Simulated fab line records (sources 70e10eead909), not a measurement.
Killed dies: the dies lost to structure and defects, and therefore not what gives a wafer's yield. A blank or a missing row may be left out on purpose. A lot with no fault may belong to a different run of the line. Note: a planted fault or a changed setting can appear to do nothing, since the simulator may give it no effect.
The tool behind it: which one? + flow nand_harc + 72 wafers from 24 lots sampled at 4 of the route's 1302 steps

== WHAT EACH GAUGE READ, for each wafer ==
NHARC_P_M1_CD_MEAS_16.
| lot  | measured     | on        | cd_nm (nm)        |
|------|--------------|-----------|-------------------|
| L074 | day 6 01:44  | cd_sem-03 | 132.8 131.6 129.9 |
| L075 | day 6 16:25  | cd_sem-02 | 130.4 128.9 128.6 |
| L076 | day 7 00:56  | cd_sem-03 | 131.8 132.4 129.4 |
| L077 | day 7 14:00  | cd_sem-03 | 131.4 130.8 133.4 |
| L078 | day 7 21:32  | cd_sem-01 | 129.4 129.2 128.9 |
| L079 | day 8 12:34  | cd_sem-02 | 128.2 129.2 128.2 |
| L080 | day 8 13:43  | cd_sem-02 | 130.8 129.4 130.9 |
| L082 | day 9 10:15  | cd_sem-03 | 129.6 127.7 129.3 |
| L081 | day 9 11:20  | cd_sem-03 | 131.3 129.7 130.2 |
| L083 | day 10 02:44 | cd_sem-03 | 129.6 130.0 129.5 |
| L084 | day 10 12:16 | cd_sem-03 | 128.6 129.0 129.6 |
| L085 | day 10 18:36 | cd_sem-02 | 129.8 128.7 131.2 |
| L086 | day 11 02:54 | cd_sem-03 | 128.3 129.7 129.8 |
| L087 | day 12 06:57 | cd_sem-01 | 127.7 130.6 130.1 |
| L088 | day 12 09:52 | cd_sem-01 | 130.7 128.8 131.0 |
| L089 | day 12 20:53 | cd_sem-01 | 131.5 130.9 129.8 |
| L090 | day 12 23:15 | cd_sem-03 | 130.3 129.5 129.6 |
| L091 | day 13 10:19 | cd_sem-01 | 130.4 133.3 129.8 |
| L092 | day 13 21:39 | cd_sem-01 | 129.9 130.7 130.3 |
| L093 | day 14 07:56 | cd_sem-01 | 128.7 128.8 130.3 |
| L094 | day 14 13:35 | cd_sem-01 | 130.1 131.8 131.2 |
| L095 | day 15 01:17 | cd_sem-03 | 127.5 128.6 127.7 |
| L096 | day 15 08:47 | cd_sem-01 | 130.6 130.4 131.4 |
| L097 | day 15 21:10 | cd_sem-02 | 131.4 131.7 130.1 |

== EACH LOT AND THE TOOL THAT RAN IT (in order: tool; ch and the chambers of the sampled wafers; start) ==
| lot  | NHARC_P_M0_PRE_CLEAN_29                 | NHARC_P_M0_PVD_20                       | NHARC_P_M0_PVD_21                       |
|------|-----------------------------------------|-----------------------------------------|-----------------------------------------|
| L074 | pvd_sputter-02, day 6 01:44 or earlier  | pvd_sputter-02, day 6 01:44 or earlier  | pvd_sputter-02, day 6 01:44 or earlier  |
| L075 | pvd_sputter-02, day 6 16:25 or earlier  | pvd_sputter-02, day 6 16:25 or earlier  | pvd_sputter-02, day 6 16:25 or earlier  |
| L076 | pvd_sputter-01, day 7 00:56 or earlier  | pvd_sputter-01, day 7 00:56 or earlier  | pvd_sputter-01, day 7 00:56 or earlier  |
| L077 | pvd_sputter-01, day 7 14:00 or earlier  | pvd_sputter-01, day 7 14:00 or earlier  | pvd_sputter-01, day 7 14:00 or earlier  |
| L078 | pvd_sputter-03, day 7 21:32 or earlier  | pvd_sputter-03, day 7 21:32 or earlier  | pvd_sputter-03, day 7 21:32 or earlier  |
| L079 | pvd_sputter-02, day 8 12:34 or earlier  | pvd_sputter-02, day 8 12:34 or earlier  | pvd_sputter-02, day 8 12:34 or earlier  |
| L080 | pvd_sputter-01, day 8 13:43 or earlier  | pvd_sputter-01, day 8 13:43 or earlier  | pvd_sputter-01, day 8 13:43 or earlier  |
| L082 | pvd_sputter-01, day 9 10:15 or earlier  | pvd_sputter-01, day 9 10:15 or earlier  | pvd_sputter-01, day 9 10:15 or earlier  |
| L081 | pvd_sputter-03, day 9 11:20 or earlier  | pvd_sputter-03, day 9 11:20 or earlier  | pvd_sputter-03, day 9 11:20 or earlier  |
| L083 | pvd_sputter-03, day 10 02:44 or earlier | pvd_sputter-03, day 10 02:44 or earlier | pvd_sputter-03, day 10 02:44 or earlier |
| L084 | pvd_sputter-02, day 10 12:16 or earlier | pvd_sputter-02, day 10 12:16 or earlier | pvd_sputter-02, day 10 12:16 or earlier |
| L085 | pvd_sputter-02, day 10 18:36 or earlier | pvd_sputter-02, day 10 18:36 or earlier | pvd_sputter-02, day 10 18:36 or earlier |
| L086 | pvd_sputter-02, day 11 02:54 or earlier | pvd_sputter-02, day 11 02:54 or earlier | pvd_sputter-02, day 11 02:54 or earlier |
| L087 | pvd_sputter-01, day 12 06:57 or earlier | pvd_sputter-01, day 12 06:57 or earlier | pvd_sputter-01, day 12 06:57 or earlier |
| L088 | pvd_sputter-01, day 12 09:52 or earlier | pvd_sputter-01, day 12 09:52 or earlier | pvd_sputter-01, day 12 09:52 or earlier |
| L089 | pvd_sputter-02, day 12 20:53 or earlier | pvd_sputter-02, day 12 20:53 or earlier | pvd_sputter-02, day 12 20:53 or earlier |
| L090 | pvd_sputter-03, day 12 23:15 or earlier | pvd_sputter-03, day 12 23:15 or earlier | pvd_sputter-03, day 12 23:15 or earlier |
| L091 | pvd_sputter-01, day 13 10:19 or earlier | pvd_sputter-01, day 13 10:19 or earlier | pvd_sputter-01, day 13 10:19 or earlier |
| L092 | pvd_sputter-02, day 13 21:39 or earlier | pvd_sputter-02, day 13 21:39 or earlier | pvd_sputter-02, day 13 21:39 or earlier |
| L093 | pvd_sputter-01, day 14 07:56 or earlier | pvd_sputter-01, day 14 07:56 or earlier | pvd_sputter-01, day 14 07:56 or earlier |
| L094 | pvd_sputter-02, day 14 13:35 or earlier | pvd_sputter-02, day 14 13:35 or earlier | pvd_sputter-02, day 14 13:35 or earlier |
| L095 | pvd_sputter-02, day 15 01:17 or earlier | pvd_sputter-02, day 15 01:17 or earlier | pvd_sputter-02, day 15 01:17 or earlier |
| L096 | pvd_sputter-01, day 15 08:47 or earlier | pvd_sputter-01, day 15 08:47 or earlier | pvd_sputter-01, day 15 08:47 or earlier |
| L097 | pvd_sputter-01, day 15 21:10 or earlier | pvd_sputter-01, day 15 21:10 or earlier | pvd_sputter-01, day 15 21:10 or earlier |
- NHARC_P_M0_PRE_CLEAN_29: time 30 s.
- NHARC_P_M0_PVD_20: deposits TaN, target thk 5 nm, time 8.06 s.
- NHARC_P_M0_PVD_21: deposits Cu, target thk 30 nm, time 20.49 s.

== AS READ BY THE TOOLS THEMSELVES (means over the sampled wafers that have a number; for cases with no such wafer, the mark the record gives instead) ==
NHARC_P_M0_PRE_CLEAN_29.
| lot  | tool           | heater_power_w (W) |
|------|----------------|--------------------|
| L074 | pvd_sputter-02 | 403                |
| L075 | pvd_sputter-02 | 381                |
| L076 | pvd_sputter-01 | 377                |
| L077 | pvd_sputter-01 | 391                |
| L078 | pvd_sputter-03 | 401                |
| L079 | pvd_sputter-02 | 382                |
| L080 | pvd_sputter-01 | 386                |
| L082 | pvd_sputter-01 | 390                |
| L081 | pvd_sputter-03 | 400                |
| L083 | pvd_sputter-03 | 401                |
| L084 | pvd_sputter-02 | 391                |
| L085 | pvd_sputter-02 | 402                |
| L086 | pvd_sputter-02 | 390                |
| L087 | pvd_sputter-01 | 372                |
| L088 | pvd_sputter-01 | 395                |
| L089 | pvd_sputter-02 | 406                |
| L090 | pvd_sputter-03 | 403                |
| L091 | pvd_sputter-01 | 377                |
| L092 | pvd_sputter-02 | 389                |
| L093 | pvd_sputter-01 | 377                |
| L094 | pvd_sputter-02 | 400                |
| L095 | pvd_sputter-02 | 400                |
| L096 | pvd_sputter-01 | 389                |
| L097 | pvd_sputter-01 | 386                |

NHARC_P_M0_PVD_20.
| lot  | tool           | throttle_valve_pct (%) |
|------|----------------|------------------------|
| L074 | pvd_sputter-02 | 30.0                   |
| L075 | pvd_sputter-02 | 30.7                   |
| L076 | pvd_sputter-01 | 29.4                   |
| L077 | pvd_sputter-01 | 29.7                   |
| L078 | pvd_sputter-03 | 30.4                   |
| L079 | pvd_sputter-02 | 30.1                   |
| L080 | pvd_sputter-01 | 29.6                   |
| L082 | pvd_sputter-01 | 31.1                   |
| L081 | pvd_sputter-03 | 30.3                   |
| L083 | pvd_sputter-03 | 29.2                   |
| L084 | pvd_sputter-02 | 30.3                   |
| L085 | pvd_sputter-02 | 30.4                   |
| L086 | pvd_sputter-02 | 30.3                   |
| L087 | pvd_sputter-01 | 29.3                   |
| L088 | pvd_sputter-01 | 29.7                   |
| L089 | pvd_sputter-02 | 30.3                   |
| L090 | pvd_sputter-03 | 29.2                   |
| L091 | pvd_sputter-01 | 29.1                   |
| L092 | pvd_sputter-02 | 30.8                   |
| L093 | pvd_sputter-01 | 30.2                   |
| L094 | pvd_sputter-02 | 30.2                   |
| L095 | pvd_sputter-02 | 30.3                   |
| L096 | pvd_sputter-01 | 29.4                   |
| L097 | pvd_sputter-01 | 31.3                   |

NHARC_P_M0_PVD_21.
| lot  | tool           | throttle_valve_pct (%) |
|------|----------------|------------------------|
| L074 | pvd_sputter-02 | 30.5                   |
| L075 | pvd_sputter-02 | 30.6                   |
| L076 | pvd_sputter-01 | 30.2                   |
| L077 | pvd_sputter-01 | 28.7                   |
| L078 | pvd_sputter-03 | 30.1                   |
| L079 | pvd_sputter-02 | 30.2                   |
| L080 | pvd_sputter-01 | 29.6                   |
| L082 | pvd_sputter-01 | 31.2                   |
| L081 | pvd_sputter-03 | 29.3                   |
| L083 | pvd_sputter-03 | 29.5                   |
| L084 | pvd_sputter-02 | 30.8                   |
| L085 | pvd_sputter-02 | 30.1                   |
| L086 | pvd_sputter-02 | 30.6                   |
| L087 | pvd_sputter-01 | 29.5                   |
| L088 | pvd_sputter-01 | 30.3                   |
| L089 | pvd_sputter-02 | 30.1                   |
| L090 | pvd_sputter-03 | 29.9                   |
| L091 | pvd_sputter-01 | 29.9                   |
| L092 | pvd_sputter-02 | 30.4                   |
| L093 | pvd_sputter-01 | 28.4                   |
| L094 | pvd_sputter-02 | 30.6                   |
| L095 | pvd_sputter-02 | 30.6                   |
| L096 | pvd_sputter-01 | 28.5                   |
| L097 | pvd_sputter-01 | 28.5                   |

== THE ANSWER, worked out from the rows above alone ==
Rule: the usual values come from the lots themselves. The widest of any qualifying gaps counts: lots, ordered by their means at a reading, are off when they make up no more than a third of the lots, leave a main group of 4 or more, and stand apart from it by 3 or more times the standard deviation of that group's means. If all means in a main group match to the digits the tables above print for the reading, that group is not used. Also off: a lot with no number at a reading for which 4 or more lots have one. Where the step has rows for the other lots, those lots are counted as sound. First the gauges in route order, then the tools' own readings, where a lot's mean is used as printed above. At the first step where some lot is off, the reading lying furthest off is the one used; lots without a number count as furthest.
No lot is off at any reading shown: from this, nothing can be told.

== WHAT THE SIMULATOR HAD INSERTED ==
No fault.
